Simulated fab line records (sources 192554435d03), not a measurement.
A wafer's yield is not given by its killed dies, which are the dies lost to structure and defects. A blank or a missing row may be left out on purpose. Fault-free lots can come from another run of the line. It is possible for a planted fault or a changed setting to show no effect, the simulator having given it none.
Lot-split experiment    flow n5 finfet    7 lots, 21 wafers read, on a route of 1938 steps

## THE SPLIT ITSELF
At N5_MIM_TOP_ETCH_PECVD_03 (deposits SiNx from SiH4/NH3/N2, target thk 20 nm, time 17.6 s), the setting time s was moved away from the recipe's 17.6 s on 4 of the 21 wafers read, by -12.1% to +13.9%. All remaining wafers had this setting at the recipe value.

The reading is taken at the split's own step.

## THE READING
SiNx_of_MIM_TOP_ETCH_PECVD_03.thk nm (the simulator's own value, which no gauge read), in nm, at N5_MIM_TOP_ETCH_PECVD_03 (deposits SiNx from SiH4/NH3/N2, target thk 20 nm, time 17.6 s). The file gives no usual value for it. Across the 17 wafers here that went through the recipe, the average is 19.8 nm and the standard deviation 0.24 nm.

wafer   tool, chamber at the split  time s as run, s  against the recipe  SiNx_of_MIM_TOP_ETCH_PECVD_03.thk nm, nm  against lot-mates on the recipe
L075.3  pecvd-03, 2                 17.6              recipe              19.8                                      -
L075.5  pecvd-03, 2                 17.6              recipe              20.2                                      -
L075.6  pecvd-03, 0                 17.6              recipe              20                                        -
L074.1  pecvd-04, 0,2,2             17.6              recipe              19.6                                      -
L074.3  pecvd-04, 0,2,2             17.6              recipe              19.6                                      -
L074.5  pecvd-04, 0,2,2             17.6              recipe              19.6                                      -
L076.2  pecvd-02, 0                 17.6              recipe              19.6                                      -
L076.4  pecvd-02, 2,0               17.6              recipe              20.2                                      -
L076.6  pecvd-02, 2,0               17.6              recipe              20.2                                      -
L077.1  pecvd-04, 1                 20.04             +13.9%              22.4                                      +2.8
L077.2  pecvd-04, 2                 20.04             +13.9%              22                                        +2.4
L077.5  pecvd-04, 2                 17.6              recipe              19.6                                      -
L084.3  pecvd-04, 0,1               17.6              recipe              20                                        -
L084.5  pecvd-04, 0,1               17.6              recipe              20                                        -
L084.4  pecvd-04, 1                 17.6              recipe              20.2                                      -
L086.1  pecvd-02, 0,2               17.6              recipe              19.6                                      -
L086.3  pecvd-02, 0,2               17.6              recipe              19.6                                      -
L086.5  pecvd-02, 2                 17.6              recipe              19.8                                      -
L096.4  pecvd-04, 2,1               15.47             -12.1%              17.6                                      -2.2
L096.5  pecvd-04, 2,1               15.47             -12.1%              17.6                                      -2.2
L096.6  pecvd-04, 0                 17.6              recipe              19.8                                      -
If several chambers appear in one row, that row covers several wafers at once and the file leaves open which wafer was in which chamber.

THE FIT
A straight line over all 21 wafers: SiNx_of_MIM_TOP_ETCH_PECVD_03.thk nm changes by +0.177 nm for each +1% of time s; r = +0.97; the points scatter about the line by 0.24 nm.
The same after taking each lot's own level away (the mean of its wafers on the recipe; 21 wafers): +0.185 nm for each +1%; r = +0.99; scatter 0.16 nm.
That fit puts the effect of the largest move of time s on the reading at 2.6 nm.
The span of the lots' own levels, 19.60 to 20.07 nm, comes to 1.9 times the standard deviation stated above.
The two slopes are in agreement: the lot-to-lot level therefore moves the slope only a little.
Check: with one of the wafers moved furthest among these (+13.9%) left out of the fit, the line predicts +2.46 nm for it against its lot-mates. It came out at +2.8 nm against them.

## THE FILE'S OWN FIT
SiNx_of_MIM_TOP_ETCH_PECVD_03.thk nm changes by +0.185 nm for each +1% of time s, r = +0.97.
